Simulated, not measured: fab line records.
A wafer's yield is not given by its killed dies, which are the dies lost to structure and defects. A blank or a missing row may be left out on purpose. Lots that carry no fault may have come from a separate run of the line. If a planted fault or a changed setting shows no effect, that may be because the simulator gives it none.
A lot that was struck, set against a sound lot | flow nandHarc | 16 steps out of a route of 1159
Sound: the wafers L816.2, L816.4, L816.5. The struck wafers were L808.2, L808.4, L808.5. The cause is named last.
For every step that has rows: the tool of each side, followed by ch and its chambers, followed by its first start. Under that, the readings that differ: sound wafers | struck wafers | difference of the means | sigmas: that difference in standard deviations of wafers without a fault.
alike: a reading whose means differ by less than 2 such deviations, as well as words and numbers matching on both sides. not compared: withheld readings; readings where some wafer has no value; bounds like >300 that might hide an equal value; numbers whose values overlap and for which the record gives no deviation.
A row with sigmas, a row that says differs or no value, or rows on one side alone: a step with any of these is where the two part. Non-overlapping numbers with no deviation appear without sigmas and do not part them. A reading that every wafer of one side lacks parts them only if that side has two wafers or more.

NHARC_A_M1_INSPECT_11:
  sound on defectInspect-01 at day 22 13:19; struck on defectInspect-01 at day 21 03:04
  alike: rawDefectCount
NHARC_A_M1_DESCUM_14: chemistry O2, time 3 s.
  sound on rieDiel-05 ch 0,3, day 22 13:22; struck on rieDiel-11 ch 2,3, day 21 03:08
  alike: drypumpMotorCurrentA, oesProductAu, rfVppV, showerheadPlenumPTorr, throttleValvePct
  not compared: rfHoursCounterH
NHARC_A_M1_ETCH_35: etches the open film in N2/H2, target depth 40 nm, overetch 12 nm, time 43.94 s.
  sound on rieDiel-05 ch 0,1,3, day 22 13:28; struck on rieDiel-11 ch 0,2, day 21 03:13
  alike: drypumpMotorCurrentA, oesProductAu, rfVppV, showerheadPlenumPTorr, throttleValvePct
  not compared: rfHoursCounterH
then, 1 step without rows for these wafers: NHARC_A_M1_ETCH_15 (etches the open film in C4F8/Ar, target depth 182.5 nm, time 91.2 s).
NHARC_A_M1_CD_MEAS_16:
  sound on cdSem-03 at day 22 13:41; struck on cdSem-03 at day 21 03:26
  alike: cdNm
then, 3 steps without rows for these wafers: NHARC_A_M1_STRIP_18 (strips in N2/H2); NHARC_A_M1_ETCH_28 (etches the open film in CF4/N2, target depth 30 nm, time 72.99 s); NHARC_A_M1_STRIP_19 (strips in post etch residue remover, time 600 s).
NHARC_A_M1_DEGAS_29: time 60 s.
  sound on pvdSputter-02 at day 22 14:24; struck on pvdSputter-01 at day 21 04:09
  alike: heaterPowerW
NHARC_A_M1_PRE_CLEAN_30: time 30 s.
  sound on pvdSputter-02; struck on pvdSputter-01
  alike: heaterPowerW
then, 2 steps without rows for these wafers: NHARC_A_M1_PVD_20 (deposits TaN, target thk 5 nm, time 8.06 s); NHARC_A_M1_PVD_21 (deposits Cu, target thk 30 nm, time 20.49 s).
NHARC_A_M1_ECD_22: material Cu, target thk 400 nm.
  sound on ecdCu-02 ch 0,1, day 22 14:48; struck on ecdCu-01 ch 0, day 21 04:31
NHARC_A_M1_ANNEAL_31: time 90 s.
  sound on rtpAnneal-01 ch 0, day 22 15:11; struck on rtpAnneal-01 ch 0, day 21 04:57
  alike: wafer_temp_C_max
NHARC_A_M1_CMP_23: polishes, t overpolish 20 s, target thk 154.34 nm.
  sound on cmp-01 ch 0,1, day 22 15:35; struck on cmp-04 ch 2,3, day 21 05:14
reading             | sound    | struck   | difference | sigmas
timeToEndpointS (s) | 29 22 25 | 39 38 39 | +13        | +4
  alike: motorCurrentA
NHARC_A_M1_THK_MEAS_24: measures by xrf.
  sound on filmMetro-01 at day 22 15:53; struck on filmMetro-01 at day 21 05:33
  alike: thkNm

== WHERE THEY PART ==
NHARC_A_M1_CMP_23 only, going by this record. Later steps at which nothing parts them and some readings are alike: NHARC_A_M1_THK_MEAS_24.

WHY: the cause the simulator had injected
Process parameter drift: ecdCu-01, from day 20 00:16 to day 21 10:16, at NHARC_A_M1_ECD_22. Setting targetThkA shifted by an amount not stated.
